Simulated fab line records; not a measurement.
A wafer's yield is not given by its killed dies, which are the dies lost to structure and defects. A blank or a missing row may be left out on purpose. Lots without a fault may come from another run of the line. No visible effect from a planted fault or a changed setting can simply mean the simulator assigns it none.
fab line records	flow n5_finfet
record: lots: 9	wafers: 27	last_day: 18
route steps=1938 shown BEOL_M2@876 BEOL_M4@1111 PASSIVATION@1936
lots untouched by any fault: they come from a run of this same line in which no faults occurred
start_h: hours from the record's opening day to when the first of the lot's shown wafers began	wait_h: time in hours since the lot's previous step	" same as the row above	L1.1+2: a row that stands for several wafers	- value missing, or start not given	* or withheld: withheld	< > ~ a bound
route shown NAME@n: names a module that has steps shown in the file, with the first one's number in the route	usual: the fault-free wafers' mean and standard deviation	same: alike in all rows	chamber/n: place in a boat	sites: each site's reading	_std_site: standard deviation across them	_edge_site: the outer-site mean with the inner-site mean subtracted	radius_mm: for every site, how far away it sits from the centre of the wafer	mask NAME#n: copy n	behind: the most recent tool/chamber to have shaped the wafer	hold: the reason the lot was held/the length of the hold in hours/how it ended	device: the n, p or np transistor that did not switch	end of line: at the end of the route, the tests of the same wafers	a step with no rows: only its recipe	killed: dies lost to structure and defects at the first sort, not the wafer's yield	map: dies across one wafer; x = killed, . = not, _ = none there
set.NAME: setting as actually run; set.NAME@STEP: the setting as run at that earlier step	model.NAME: the simulator's own value behind a step, which no gauge read
a sample of lots followed through the steps of the route, with each step as a table and each wafer as a row
services: the hour from which a tool's chamber was out of use, counted from the record's first day as start_h (under 0 if before that day), plus the number of hours and why
== steps ==
step: N5_BEOL_M2_CD_MEAS_28
recipe: target_cd_nm: 26.2	landing_energy_ev: 500	detector: se_inlens	target_cd_y_nm: 24.1	polarity: opening
usual: cd_nm: 26.17/0.21
lot.wafer	tool	chamber	start_h	wait_h	cd_nm
L503.1	cd_sem-02	0	153.41	-	26.37
L503.3	"	0	"	"	26.06
L503.6	"	0	"	"	26.09
L505.3	cd_sem-02	0	172.90	-	26.46
L505.4	"	0	"	"	26.12
L505.5	"	0	"	"	26.02
L507.1	cd_sem-03	0	181.75	-	26.29
L507.3	"	0	"	"	26.30
L507.6	"	0	"	"	26.30
L510.1	cd_sem-01	0	188.78	-	26.15
L510.2	"	0	"	"	25.93
L510.4	"	0	"	"	25.94
L518.3	cd_sem-02	0	246.80	-	26.29
L518.5	"	0	"	"	25.71
L518.6	"	0	"	"	26.04
L520.1	cd_sem-03	0	267.72	-	26.59
L520.2	"	0	"	"	26.47
L520.4	"	0	"	"	26.35
L522.2	cd_sem-03	0	272.71	-	26.12
L522.3	"	0	"	"	26.34
L522.4	"	0	"	"	25.97
L523.2	cd_sem-02	0	273.54	-	25.93
L523.3	"	0	"	"	26.25
L523.4	"	0	"	"	26.07
L524.2	cd_sem-03	0	279.25	-	26.50
L524.4	"	0	"	"	26.46
L524.5	"	0	"	"	26.54
step: N5_BEOL_M2_ETCH_70
recipe: chemistry: N2/H2	target: SOC	target_depth_a: 800	overetch_a: 240	mask_material: SiARC	temp_c: 40	time_s: 130	ion_energy_ev: 200	pressure_mtorr: 30	source_w: 840	bias_w: 150	n2_flow_sccm: 200	h2_flow_sccm: 200
usual: drypump_motor_current_A: 5.5/0.51	h2_flow_sccm: 200.1/0.61	oes_product_au: 0.58/0.048	rf_vpp_V: 525.2/2.5	run_length_s: 153.3/0.47	showerhead_plenum_p_Torr: 2.59/0.082	throttle_valve_pct: 17.92/0.11
lot.wafer	tool	chamber	start_h	wait_h	drypump_motor_current_A	h2_flow_sccm	oes_product_au	rf_hours_counter_h	rf_vpp_V	run_length_s	showerhead_plenum_p_Torr	throttle_valve_pct
L503.1	rie_diel-03	1	157.39	0.0	5.2	199.2	0.60	105	525.2	152.8	2.58	17.91
L503.3	"	2	"	"	5.3	201.1	0.57	110	523.7	153.2	2.55	18.01
L503.6	"	3	"	"	6.3	199.6	0.51	-	519.9	153.1	2.42	18.13
L505.3	rie_diel-03	1	175.66	0.0	5.2	199.4	0.59	112	523.7	152.9	2.57	17.91
L505.4	"	3	"	"	6.3	200.0	0.51	235	520.7	153.5	2.41	18.16
L505.5	"	2	"	"	5.3	201.2	0.57	-	522.9	153.2	2.55	18.02
L507.1	rie_diel-05	1	185.87	0.0	5.6	200.8	0.62	74	522.0	153.2	2.48	17.97
L507.3	"	2	"	"	5.6	199.5	0.63	52	528.1	152.5	2.71	17.88
L507.6	"	2	"	"	5.6	199.5	0.63	-	528.5	152.3	2.71	17.89
L510.1	rie_diel-05	3	192.17	0.0	4.6	200.4	0.62	70	529.0	153.7	2.68	17.83
L510.2	"	1	"	"	5.7	200.5	0.62	76	521.3	153.0	2.48	17.96
L510.4	"	2	"	"	5.6	200.0	0.62	55	529.9	152.3	2.71	17.88
L518.3	rie_diel-03	1	257.87	0.0	5.2	199.1	0.54	145	523.5	169.0	2.56	17.96
L518.5	"	3	"	"	6.3	199.9	0.70	-	529.8	153.1	2.73	17.78
L518.6	"	0	"	"	5.7	200.2	0.54	-	525.3	153.7	2.65	17.99
L520.1	rie_diel-03	1	270.97	0.0	5.2	199.9	0.57	149	524.0	153.2	2.56	17.99
L520.2	"	3	"	"	6.3	200.4	0.66	14	529.3	169.5	2.72	17.78
L520.4	"	0	"	"	5.7	200.7	0.51	180	526.8	169.3	2.65	18.00
L522.2	rie_diel-01	3	277.07	0.0	5.4	200.6	0.51	218	525.9	152.9	2.62	17.88
L522.3	"	0	"	"	6.4	199.8	0.57	126	524.7	153.3	2.57	17.82
L522.4	"	1	"	"	5.2	199.8	0.60	78	525.2	153.7	2.58	17.79
L523.2	rie_diel-05	2	281.54	0.0	5.6	200.1	0.60	87	529.8	152.5	2.69	17.94
L523.3	"	3	"	"	4.6	200.1	0.59	-	528.0	153.4	2.67	17.90
L523.4	"	2	"	"	5.6	199.8	0.60	-	526.6	152.5	2.69	17.95
L524.2	rie_diel-01	0	285.14	0.0	6.4	198.7	0.57	129	524.0	153.3	2.57	17.82
L524.4	"	1	"	"	5.2	200.0	0.60	81	525.4	153.8	2.57	17.77
L524.5	"	1	"	"	5.2	199.9	0.60	-	524.0	153.8	2.57	17.78
step: N5_BEOL_M2_TRENCH_ETCH_37
recipe: chemistry: C4F6/O2	target_depth_a: 555.55	target: SiOC	time_s: 29.2	ion_energy_ev: 250	pressure_mtorr: 30	source_w: 355	bias_w: 185	Ar_flow_sccm: 300	C4F6_flow_sccm: 10	O2_flow_sccm: 10
usual: drypump_motor_current_A: 5.5/0.51	oes_product_au: 0.79/0.069	rf_vpp_V: 668/14	run_length_s: 52.5/0.46	showerhead_plenum_p_Torr: 2.90/0.087	throttle_valve_pct: 20.99/0.19
lot.wafer	tool	chamber	start_h	wait_h	drypump_motor_current_A	oes_product_au	rf_hours_counter_h	rf_vpp_V	run_length_s	showerhead_plenum_p_Torr	throttle_valve_pct
L503.1	rie_diel-03	1	-	-	5.2	0.81	105	666	52.7	2.87	20.83
L503.3	"	2	"	"	5.3	0.77	110	688	52.4	2.89	21.29
L503.6	"	3	"	"	6.4	0.68	-	640	52.4	2.73	21.29
L505.3	rie_diel-03	1	-	-	5.2	0.80	112	667	52.1	2.87	20.87
L505.4	"	3	"	"	6.3	0.68	235	639	52.2	2.73	21.31
L505.5	"	2	"	"	5.3	0.76	-	685	52.4	2.88	21.31
L507.1	rie_diel-05	1	-	-	5.7	0.83	74	638	52.2	2.76	20.76
L507.3	"	2	"	"	5.6	0.87	52	679	51.6	3.02	20.94
L507.6	"	2	"	"	5.6	0.87	-	678	51.4	3.02	20.94
L510.1	rie_diel-05	3	-	-	4.6	0.83	70	670	52.6	3.01	21.00
L510.2	"	1	"	"	5.6	0.84	76	639	52.5	2.76	20.78
L510.4	"	2	"	"	5.6	0.87	55	679	51.4	3.02	20.95
L518.3	rie_diel-03	1	-	-	5.2	0.77	145	665	52.0	2.85	20.89
L518.5	"	3	"	"	6.4	0.96	-	651	52.2	3.06	20.99
L518.6	"	0	"	"	5.7	0.73	-	666	52.6	2.93	20.87
L520.1	rie_diel-03	1	-	-	5.3	0.76	150	665	52.0	2.85	20.91
L520.2	"	3	"	"	6.3	0.95	14	650	52.2	3.06	20.99
L520.4	"	0	"	"	5.7	0.72	180	666	52.7	2.93	20.86
L522.2	rie_diel-01	3	-	-	5.4	0.69	218	681	52.0	2.94	20.92
L522.3	"	0	"	"	6.4	0.77	126	677	52.7	2.86	20.70
L522.4	"	1	"	"	5.3	0.82	78	670	53.1	2.88	20.87
L523.2	rie_diel-05	2	-	-	5.6	0.83	87	677	51.3	3.01	21.01
L523.3	"	3	"	"	4.6	0.79	-	669	53.2	2.99	21.03
L523.4	"	2	"	"	5.6	0.83	-	678	51.3	3.01	21.01
L524.2	rie_diel-01	0	-	-	6.4	0.77	129	676	52.6	2.86	20.70
L524.4	"	1	"	"	5.3	0.82	81	671	52.9	2.88	20.87
L524.5	"	1	"	"	5.3	0.83	-	672	53.4	2.88	20.88
step: N5_BEOL_M2_ETCH_41
recipe: chemistry: CH3F/O2	target: SiCN	target_depth_a: 299	taper_deg: 2	time_s: 52.5	ion_energy_ev: 120	mask_material: TiN	pressure_mtorr: 30	source_w: 395	bias_w: 75	Ar_flow_sccm: 150	CH3F_flow_sccm: 30	O2_flow_sccm: 20
usual: drypump_motor_current_A: 5.5/0.5	oes_product_au: 0.79/0.068	rf_vpp_V: 298.0/1.5	run_length_s: 75.8/0.46	showerhead_plenum_p_Torr: 2.04/0.064	throttle_valve_pct: 16.43/0.18
lot.wafer	tool	chamber	start_h	wait_h	drypump_motor_current_A	oes_product_au	rf_hours_counter_h	rf_vpp_V	run_length_s	showerhead_plenum_p_Torr	throttle_valve_pct
L503.1	rie_diel-03	1	-	-	5.2	0.80	105	298.5	75.4	2.01	16.29
L503.3	"	2	"	"	5.3	0.77	110	297.3	75.8	2.03	16.66
L503.6	"	3	"	"	6.3	0.68	-	295.4	75.6	1.92	16.75
L505.3	rie_diel-03	1	-	-	5.2	0.80	112	298.1	75.3	2.01	16.28
L505.4	"	3	"	"	6.3	0.68	235	295.1	75.7	1.92	16.77
L505.5	"	2	"	"	5.3	0.77	-	297.0	75.8	2.02	16.67
L507.1	rie_diel-05	1	-	-	5.6	0.85	74	295.1	75.5	1.94	16.21
L507.3	"	2	"	"	5.6	0.87	52	301.1	75.3	2.13	16.35
L507.6	"	2	"	"	5.6	0.87	-	300.1	74.8	2.13	16.33
L510.1	rie_diel-05	3	-	-	4.6	0.82	70	298.9	75.9	2.12	16.38
L510.2	"	1	"	"	5.7	0.84	76	296.1	75.6	1.94	16.23
L510.4	"	2	"	"	5.6	0.87	55	299.3	75.3	2.13	16.33
L518.3	rie_diel-03	1	-	-	5.2	0.78	145	298.8	75.2	2.00	16.36
L518.5	"	3	"	"	6.3	0.97	-	300.2	75.8	2.16	16.33
L518.6	"	0	"	"	5.7	0.73	-	299.0	76.1	2.06	16.35
L520.1	rie_diel-03	1	-	-	5.2	0.77	150	297.7	75.2	2.00	16.35
L520.2	"	3	"	"	6.4	0.95	14	299.2	76.0	2.16	16.36
L520.4	"	0	"	"	5.7	0.73	180	300.0	76.4	2.06	16.37
L522.2	rie_diel-01	3	-	-	5.3	0.69	218	297.3	75.3	2.07	16.43
L522.3	"	0	"	"	6.3	0.79	126	297.0	75.8	2.01	16.20
L522.4	"	1	"	"	5.2	0.83	78	298.1	76.9	2.03	16.30
L523.2	rie_diel-05	2	-	-	5.6	0.83	87	299.6	74.7	2.12	16.40
L523.3	"	3	"	"	4.6	0.79	-	299.5	76.1	2.11	16.45
L523.4	"	2	"	"	5.6	0.84	-	298.5	74.6	2.12	16.42
L524.2	rie_diel-01	0	-	-	6.4	0.78	129	298.4	75.8	2.01	16.20
L524.4	"	1	"	"	5.3	0.82	81	297.6	76.1	2.02	16.31
L524.5	"	1	"	"	5.2	0.83	-	297.5	76.2	2.03	16.30
step: N5_BEOL_M4_RC_MEAS_101
usual: DIBL_N: 37.1/1.8	DIBL_P: 37.2/2.1	IOFF_N: 0.17/0.033	IOFF_P: 0.22/0.037	ION_N: 680/11	ION_P: 464/7.7	SS_N: 71.7/0.63	SS_P: 73.6/0.67	VT_N: 248.9/2.9	VT_P: -251/3.6
lot.wafer	tool	chamber	start_h	wait_h	DIBL_N[mV/V]	DIBL_P[mV/V]	IOFF_N[nA/um]	IOFF_P[nA/um]	ION_N[uA/um]	ION_P[uA/um]	SS_N[mV/dec]	SS_P[mV/dec]	VT_N[mV]	VT_P[mV]
L503.1	prober-01	0	187.64	0.0	37.7	39.0	0.21	0.24	684	467	72.2	74.0	244.9	-249
L503.3	"	0	"	"	32.4	32.8	0.11	0.15	666	458	70.6	72.1	253.1	-256
L503.6	"	0	"	"	36.1	37.3	0.18	0.21	682	465	71.9	73.8	246.9	-250
L505.3	prober-02	0	202.24	0.3	36.0	36.5	0.17	0.24	691	468	71.0	73.2	248.1	-247
L505.4	"	0	"	"	37.9	39.2	0.21	0.29	684	471	71.7	74.4	245.2	-246
L505.5	"	0	"	"	35.0	35.4	0.15	0.21	684	469	70.8	73.2	249.1	-249
L507.1	prober-02	0	211.27	0.0	36.6	35.3	0.14	0.16	663	449	72.0	72.9	253.8	-254
L507.3	"	0	"	"	37.9	38.5	0.18	0.22	684	464	72.4	74.1	248.7	-253
L507.6	"	0	"	"	38.8	38.1	0.19	0.21	681	463	71.7	74.2	249.6	-253
L510.1	prober-01	0	235.29	0.0	35.6	35.8	0.15	0.20	675	466	71.2	73.9	249.1	-251
L510.2	"	0	"	"	38.3	37.0	0.19	0.23	691	470	71.7	73.9	249.9	-249
L510.4	"	0	"	"	34.8	34.9	0.14	0.19	678	464	70.5	72.2	250.8	-254
L518.3	prober-01	0	286.01	0.3	36.6	36.0	0.15	0.20	673	461	71.4	73.1	251.9	-249
L518.5	"	0	"	"	35.4	34.3	0.13	0.18	687	472	71.3	73.1	251.6	-252
L518.6	"	0	"	"	39.7	38.6	0.21	0.24	671	455	72.8	73.6	248.7	-250
L520.1	prober-02	0	307.10	0.0	37.3	37.1	0.17	0.22	703	478	72.3	73.7	246.6	-249
L520.2	"	0	"	"	38.2	37.8	0.20	0.24	677	462	71.6	74.4	245.7	-250
L520.4	"	0	"	"	41.6	41.5	0.29	0.31	701	477	72.4	75.2	241.5	-244
L522.2	prober-01	0	318.01	0.2	38.4	37.9	0.20	0.24	695	469	72.2	74.3	243.4	-249
L522.3	"	0	"	"	37.4	36.2	0.18	0.22	678	461	72.0	73.4	247.8	-251
L522.4	"	0	"	"	37.3	35.7	0.17	0.21	666	461	71.5	73.1	249.1	-252
L523.2	prober-02	0	322.86	0.2	39.5	39.0	0.18	0.24	664	463	71.9	73.9	249.3	-248
L523.3	"	0	"	"	40.7	38.9	0.21	0.24	678	461	73.2	74.5	247.9	-247
L523.4	"	0	"	"	37.4	35.8	0.16	0.20	680	461	71.3	73.8	250.8	-250
L524.2	prober-02	0	325.78	0.2	40.8	40.8	0.27	0.34	703	477	73.1	74.0	242.1	-241
L524.4	"	0	"	"	35.2	34.0	0.13	0.20	677	463	72.0	72.0	251.3	-248
L524.5	"	0	"	"	37.1	36.9	0.18	0.25	679	467	71.7	73.6	248.0	-244
step: N5_PASSIVATION_PROBE_49
usual: defect_limited_yield: 91.7/1.5	killed_at_M0_to_M3: 32/10	killed_at_M4_up: 14/5.3	killed_at_contacts: 13/5.7	killed_at_front_end: 37/10	killed_at_other: 3.3/2.5	killed_dies: 98/18	killed_open: 65/13	killed_short: 31/7.5	sort_bin_4_leakage: 0.00/0.0099	sort_bin_5_function: 4.9/0.91	sort_bin_6_memory: 3.1/0.71	sort_n_pass: 1082/18	sort_yield_pct: 91.7/1.5
same: gross_dies: 1180	killed_at_back_side: 0	sort_bin_8_speed[%]: 0
lot.wafer	tool	chamber	start_h	wait_h	defect_limited_yield[%]	killed_at_M0_to_M3	killed_at_M4_up	killed_at_contacts	killed_at_front_end	killed_at_other	killed_dies	killed_open	killed_short	sort_bin_4_leakage[%]	sort_bin_5_function[%]	sort_bin_6_memory[%]	sort_n_pass	sort_yield_pct[%]
L507.1	prober-02	-	327.90	0.0	91.0	21	17	20	45	3	106	70	35	0	5.5	3.1	1074	91.0
L507.3	prober-02	-	328.00	0.1	91.4	20	24	10	43	5	102	70	28	0	3.9	4.3	1078	91.4
L507.6	prober-02	-	328.15	0.3	92.3	20	14	18	36	3	91	58	31	0	4.4	3.1	1089	92.3
killed by level:class
L507.1 MOL_CONTACT_COAG:geometric_particle:open=14 GATE_CUT:geometric_particle:short=11 DUMMY_GATE:geometric_particle:open=11 FIN_SAQP:geometric_particle:open=7 MOL_CONTACT_COAG:geometric_particle:short=6 BEOL_M4:geometric_particle:open=6 BEOL_M2:geometric_particle:open=5 BEOL_M0_SAQP:geometric_particle:open=4
L507.3 BEOL_M4:geometric_particle:open=16 DUMMY_GATE:geometric_particle:open=10 MOL_CONTACT_COAG:geometric_particle:open=8 BEOL_M2:geometric_particle:open=8 FIN_SAQP:geometric_particle:short=6 BEOL_M0_SAQP:geometric_particle:open=6 GATE_CUT:geometric_particle:short=5 FIN_SAQP:geometric_particle:open=4
L507.6 MOL_CONTACT_COAG:geometric_particle:open=17 BEOL_M4:geometric_particle:open=8 FIN_SAQP:geometric_particle:short=7 GATE_CUT:geometric_particle:short=7 BEOL_M2:geometric_particle:open=7 BEOL_M0_SAQP:geometric_particle:open=5 STI_FIN_REVEAL:geometric_particle:open=5 FIN_SAQP:geometric_particle:open=4
== services ==
tool	chamber	start_h	hours	kind
rie_diel-01	-	135.57	0.8	repair
rie_diel-05	1	148.75	2.2	repair
rie_diel-05	0	152.80	25.5	repair
rie_diel-05	1	160.48	5.4	repair
rie_diel-01	0	168.70	6.0	repair
rie_diel-03	3	216.77	-	clean
rie_diel-03	3	216.77	-	consumable_replace:focus_ring
rie_diel-03	3	216.77	-	consumable_replace:showerhead
rie_diel-03	3	216.77	18.6	scheduled_down
rie_diel-03	3	216.77	18.6	vent_cycle
rie_diel-01	0	228.17	6.0	repair
rie_diel-01	-	238.12	15.6	pm
rie_diel-01	1	263.76	3.0	repair
== key ==
first_sign: step: N5_BEOL_M2_ETCH_70	reading: run_length_s	direction: up	sigmas: 34	usual: *	struck: *
effect none on later readings
met_at N5_BEOL_M2_ETCH_70
struck_lots L518,L520
struck_wafers L518.3,L520.2,L520.4
not_acting_at N5_BEOL_M2_CD_MEAS_28,N5_BEOL_M2_TRENCH_ETCH_37,N5_BEOL_M2_ETCH_41
onset_between 175.66 257.87
fault: kind: process_parameter_drift	tool: rie_diel-03	chamber: -	onset_h: 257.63	steps: N5_BEOL_M2_ETCH_70	channel: time_s	offset: *	shape: step	end_h: 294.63	scope: struck_wafers_only	acts_in: *	stated: *
